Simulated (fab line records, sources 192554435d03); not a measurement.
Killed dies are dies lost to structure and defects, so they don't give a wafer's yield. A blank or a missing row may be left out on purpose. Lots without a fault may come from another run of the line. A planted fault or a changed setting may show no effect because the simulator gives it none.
Split-lot experiment | flow n5_finfet | 7 lots, 39 wafers read, on a route of 1938 steps

THE SPLIT
At N5_SD_EPI_P_EPI_21 (deposits SiGe:B, time 355 s), the setting time_s was moved away from the recipe's 355 s on 15 of the 39 wafers read, by -56.0% to +53.9%. The other wafers ran this setting at the recipe's value.

The reading is taken at the split's own step.

THE READING
SiGe-B_of_SD_EPI_P_EPI_21.thk_nm (the simulator's own value, which no gauge read), in nm, at N5_SD_EPI_P_EPI_21 (deposits SiGe:B, time 355 s). The file gives no usual value for it. The 24 wafers here that ran the recipe average 60.9 nm, standard deviation 0.68 nm.

wafer  | tool, chamber at the split | time_s as run, s | against the recipe | SiGe-B_of_SD_EPI_P_EPI_21.thk_nm, nm | against lot-mates on the recipe
L074.1 | epi_rpcvd-01, 0            | 355              | recipe             | 61.4                                 | -
L074.2 | epi_rpcvd-01, 0            | 431.2            | +21.5%             | 70.2                                 | +9.6
L074.3 | epi_rpcvd-01, 0            | 431.2            | +21.5%             | 70.2                                 | +9.6
L074.4 | epi_rpcvd-01, 0            | 431.2            | +21.5%             | 69.8                                 | +9.2
L074.5 | epi_rpcvd-01, 0            | 355              | recipe             | 60                                   | -
L074.6 | epi_rpcvd-01, 0            | 355              | recipe             | 60.4                                 | -
L077.2 | epi_rpcvd-01, 0            | 355              | recipe             | 61.4                                 | -
L077.4 | epi_rpcvd-01, 0            | 355              | recipe             | 61.6                                 | -
L077.5 | epi_rpcvd-01, 0            | 355              | recipe             | 61.2                                 | -
L079.1 | epi_rpcvd-03, 0            | 278.6            | -21.5%             | 51.6                                 | -9.3
L079.4 | epi_rpcvd-03, 0            | 278.6            | -21.5%             | 51.6                                 | -9.3
L079.2 | epi_rpcvd-03, 0            | 278.6            | -21.5%             | 50.8                                 | -10.1
L079.3 | epi_rpcvd-03, 0            | 355              | recipe             | 61                                   | -
L079.5 | epi_rpcvd-03, 0            | 355              | recipe             | 61.2                                 | -
L079.6 | epi_rpcvd-03, 0            | 355              | recipe             | 60.6                                 | -
L088.1 | epi_rpcvd-04, 0            | 546.2            | +53.9%             | 83.2                                 | +21.5
L088.2 | epi_rpcvd-04, 0            | 355              | recipe             | 62.2                                 | -
L088.3 | epi_rpcvd-04, 0            | 355              | recipe             | 61                                   | -
L088.4 | epi_rpcvd-04, 0            | 355              | recipe             | 61.8                                 | -
L088.5 | epi_rpcvd-04, 0            | 546.2            | +53.9%             | 84.2                                 | +22.5
L088.6 | epi_rpcvd-04, 0            | 546.2            | +53.9%             | 84                                   | +22.3
L090.1 | epi_rpcvd-03, 0            | 156.3            | -56.0%             | 28.8                                 | -31.3
L090.6 | epi_rpcvd-03, 0            | 156.3            | -56.0%             | 28.8                                 | -31.3
L090.2 | epi_rpcvd-03, 0            | 355              | recipe             | 60.4                                 | -
L090.3 | epi_rpcvd-03, 0            | 355              | recipe             | 60.2                                 | -
L090.4 | epi_rpcvd-03, 0            | 156.3            | -56.0%             | 28.6                                 | -31.5
L090.5 | epi_rpcvd-03, 0            | 355              | recipe             | 59.6                                 | -
L091.1 | epi_rpcvd-03, 0            | 412.2            | +16.1%             | 66.6                                 | +6.5
L091.2 | epi_rpcvd-03, 0            | 355              | recipe             | 59.8                                 | -
L091.3 | epi_rpcvd-03, 0            | 412.2            | +16.1%             | 67.4                                 | +7.3
L091.4 | epi_rpcvd-03, 0            | 355              | recipe             | 60.2                                 | -
L091.5 | epi_rpcvd-03, 0            | 355              | recipe             | 60.2                                 | -
L091.6 | epi_rpcvd-03, 0            | 412.2            | +16.1%             | 67                                   | +6.9
L092.1 | epi_rpcvd-01, 0            | 355              | recipe             | 60.8                                 | -
L092.2 | epi_rpcvd-01, 0            | 355              | recipe             | 61.6                                 | -
L092.3 | epi_rpcvd-01, 0            | 355              | recipe             | 61.8                                 | -
L092.4 | epi_rpcvd-01, 0            | 355              | recipe             | 61.2                                 | -
L092.5 | epi_rpcvd-01, 0            | 355              | recipe             | 60.6                                 | -
L092.6 | epi_rpcvd-01, 0            | 355              | recipe             | 61.4                                 | -

THE FIT
A straight line over all 39 wafers: SiGe-B_of_SD_EPI_P_EPI_21.thk_nm changes by +0.491 nm for each +1% of time_s; r = +0.99; the points scatter about the line by 1.7 nm.
The same after taking each lot's own level away (the mean of its wafers on the recipe; 39 wafers): +0.482 nm for each +1%; r = +0.99; scatter 1.6 nm.
On that fit, the largest move of time_s shifts the reading by 27 nm.
The lots' own levels span 60.07 to 61.67 nm, that is 2.3 times the standard deviation above.
So the lot-to-lot level changes the slope little: the two slopes agree.
Check: with one of the wafers moved furthest among these (-56.0%) left out of the fit, the line predicts -26.9 nm for it against its lot-mates. It came out at -31.3 nm against them.

OTHER SPLITS ON THESE WAFERS
These wafers also went through other splits before the reading. Each is held against what the fit with the lots' levels taken away leaves over:
other split on the same wafers | wafers away from the commonest value | r with SiGe-B_of_SD_EPI_P_EPI_21.thk_nm (lot level and that fit taken away)
N5_FIN_SAQP_HM_DEP_03 time_s   | 15                                   | +0.27

THE WHOLE CHAIN: every reading that the file lists as answering this split, in the file's order
step                    | what it does                | reading                                                                           | change (the file's fit)              | r (the file's)
N5_SD_EPI_P_EPI_21      | deposits SiGe:B, time 355 s | SiGe-B_of_SD_EPI_P_EPI_21.thk_nm (the simulator's own value, which no gauge read) | +0.48 nm for each +1% of the setting | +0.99
N5_SD_EPI_P_EPI_MEAS_23 |                             | thk_nm                                                                            | withheld for each +1% of the setting | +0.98

THE FILE'S OWN FIT
SiGe-B_of_SD_EPI_P_EPI_21.thk_nm changes by +0.48 nm for each +1% of time_s, r = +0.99.
